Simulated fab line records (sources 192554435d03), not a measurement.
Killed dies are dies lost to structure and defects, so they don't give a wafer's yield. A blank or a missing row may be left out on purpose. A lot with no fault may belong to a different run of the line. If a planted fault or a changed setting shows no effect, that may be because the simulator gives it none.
A struck lot beside a sound one + flow n5_finfet + 39 out of 1938 route steps
Sound: the wafers L181.2, L181.3, L181.6. The struck wafers were L183.1, L183.4, L183.5. The cause is named last.
Order at every step that has rows: each side's tool, ch and its chambers, its first start. Under that, the readings that differ: sound wafers + struck wafers + difference of the means + sigmas: that difference in standard deviations of wafers without a fault.
alike: a reading whose means differ by less than 2 such deviations, as well as words and numbers matching on both sides. not compared: withheld readings; readings where some wafer has no value; bounds like >300 that might hide an equal value; numbers whose values overlap and for which the record gives no deviation.
A row with sigmas, a row that says differs or no value, or rows on one side alone: a step with any of these is where the two part. When numbers do not overlap yet have no deviation, they are printed without sigmas and do not part them. Lack of a reading on every wafer of one side parts them only where that side has two or more wafers.

first, 9 steps without rows for these wafers: N5_BEOL_M4_ANNEAL_95 (time 240 s); N5_BEOL_M4_SPUTTER_96 (material Cu, target thk 4.5 nm, time 8.29 s); N5_BEOL_M4_ECD_50 (material Cu, target thk 300 nm); N5_BEOL_M4_ANNEAL_51 (time 90 s); N5_BEOL_M4_CMP_52 (polishes, stops on SiOC, t overpolish 6.8 s, target thk 40 nm); N5_BEOL_M4_PRE_CLEAN_60 (time 15 s); N5_BEOL_M4_CO_CAP_55 (material Co, precursor CCTBA/H2, target thk 2 nm, time 102.1 s); N5_BEOL_M4_PRE_CLEAN_56 (time 15 s); N5_BEOL_M4_DEP_57 (deposits SiCN from 3MS/NH3, target thk 8 nm, time 14 s).
N5_BEOL_M4_RC_MEAS_101:
  sound on prober-02 ch 0, day 10 06:49; struck on prober-01 ch 0, day 10 04:43
| reading       | sound          | struck         | difference | sigmas |
|---------------|----------------|----------------|------------|--------|
| SS_P (mV/dec) | 73.2 73.9 74.0 | 72.4 73.0 72.0 | -1.2       | -2     |
  alike: DIBL_N, DIBL_P, IOFF_N, IOFF_P, ION_N, ION_P, SS_N, VT_N, VT_P
then, 24 steps without rows for these wafers: N5_BEOL_M5_ILD_DEP_00 (deposits SiCOH lowk from DEMS/porogen, target thk 140.64 nm, time 25.9 s); N5_BEOL_M5_CURE_79 (cures SiCOH lowk, time 240 s); N5_BEOL_M5_PECVD_70 (deposits SiO2 from TEOS/O2, target thk 16 nm, time 18 s); N5_BEOL_M5_HM_DEP_02 (deposits TiN, target thk 20 nm); N5_BEOL_M5_COAT_59 (time 60 s, resist thk 60 nm); N5_BEOL_M5_COAT_60 (time 60 s, resist thk 12 nm); N5_BEOL_M5_COAT_71 (time 60 s, resist thk 5 nm); N5_BEOL_M5_COAT_05 (resist thk 30 nm); N5_BEOL_M5_EBR_07; N5_BEOL_M5_SOFTBAKE_06 (time 60 s); N5_BEOL_M5_EXPOSE_08 (exposes mask M5, target cd 28 nm); N5_BEOL_M5_PEB_09 (peb time 60 s); N5_BEOL_M5_DEVELOP_10 (develop time 30 s); N5_BEOL_M5_DESCUM_16 (chemistry O2, time 7 s); N5_BEOL_M5_ETCH_72 (etches underlayer in N2/H2, target depth 6.5 nm, time 5.2 s); N5_BEOL_M5_ETCH_61 (etches SiARC in CF4, target depth 15.6 nm, time 26 s); N5_BEOL_M5_ETCH_62 (etches SOC in N2/H2, target depth 75 nm, overetch 15 nm, time 112.5 s); N5_BEOL_M5_STRIP_63 (strips in N2/H2); N5_BEOL_M5_STRIP_73 (strips in N2/H2); N5_BEOL_M5_STRIP_64 (strips in CF4); N5_BEOL_M5_HM_OPEN_17 (chemistry Cl2/BCl3, target TiN, target depth 20 nm, overetch 6 nm); N5_BEOL_M5_STRIP_19 (strips in O2); N5_BEOL_M5_COAT_65 (time 60 s, resist thk 60 nm); N5_BEOL_M5_COAT_66 (time 60 s, resist thk 12 nm).
N5_BEOL_M9_ILD_DEP_00: deposits SiCOH lowk from DEMS/porogen, target thk 308.51 nm, time 58 s.
  sound on pecvd-02 ch 0,1,2, day 11 23:40; struck on pecvd-03 ch 0,2, day 11 22:44
  alike: chamber_pressure_Torr, heater_power_w, showerhead_plenum_p_Torr, throttle_valve_pct
N5_BEOL_M9_CURE_71: cures SiCOH lowk, time 240 s.
  sound on uv_cure-01 ch 1, day 12 00:05; struck on uv_cure-02 ch 2, day 11 22:50
| reading                                            | sound             | struck            | difference | sigmas |
|----------------------------------------------------|-------------------|-------------------|------------|--------|
| lamp_power_pct (%)                                 | 52.31 52.20 52.25 | 52.46 52.28 52.37 | +0.12      | +2     |
| model.SiCOH_lowk_of_BEOL_M9_ILD_DEP_00.thk_nm (nm) | 263 262 270.4     | 538.2 547.8 545.4 | +278.7     |        |
  alike: wafer_temp_C_max
N5_BEOL_M9_THK_MEAS_01:
  sound on film_metro-01, day 12 00:31; struck on film_metro-01, day 11 23:20
| reading         | sound       | struck      | difference | sigmas |
|-----------------|-------------|-------------|------------|--------|
| M9_ILD_THK (nm) | 263 262 271 | 538 548 545 | +278       | +87    |
N5_BEOL_M9_CMP_52: polishes, stops on SiCOH lowk, t overpolish 7 s, target thk 140 nm.
  sound on cmp-02 ch 1,2,3, day 12 06:36; struck on cmp-04 ch 0,1,3, day 12 04:05
| reading                                            | sound          | struck            | difference | sigmas |
|----------------------------------------------------|----------------|-------------------|------------|--------|
| barrier_field_endpoint_s (s)                       | 27.5 27.6 28.1 | 29.1 29.4 29.3    | +1.5       | +3     |
| model.SiCOH_lowk_of_BEOL_M9_ILD_DEP_00.thk_nm (nm) | 260 259 267.4  | 535.2 544.8 542.4 | +278.7     |        |
  alike: edge_zone_pressure_frac, motor_current_A, overpolish_run_s, time_to_endpoint_s
-- record jumps: 3 days separate the struck wafers' starts on either side; left off in module BEOL_M9, taken up again in module PASSIVATION, whose first shown step is the route's number 1936 --
N5_PASSIVATION_PROBE_49:
  record: rows for the struck wafers here (prober-02, day 15 00:08), none for the sound ones

WHERE THEY PART
Last at N5_PASSIVATION_PROBE_49 as far as this record goes, first at N5_BEOL_M4_RC_MEAS_101.

WHY: the cause the simulator had injected
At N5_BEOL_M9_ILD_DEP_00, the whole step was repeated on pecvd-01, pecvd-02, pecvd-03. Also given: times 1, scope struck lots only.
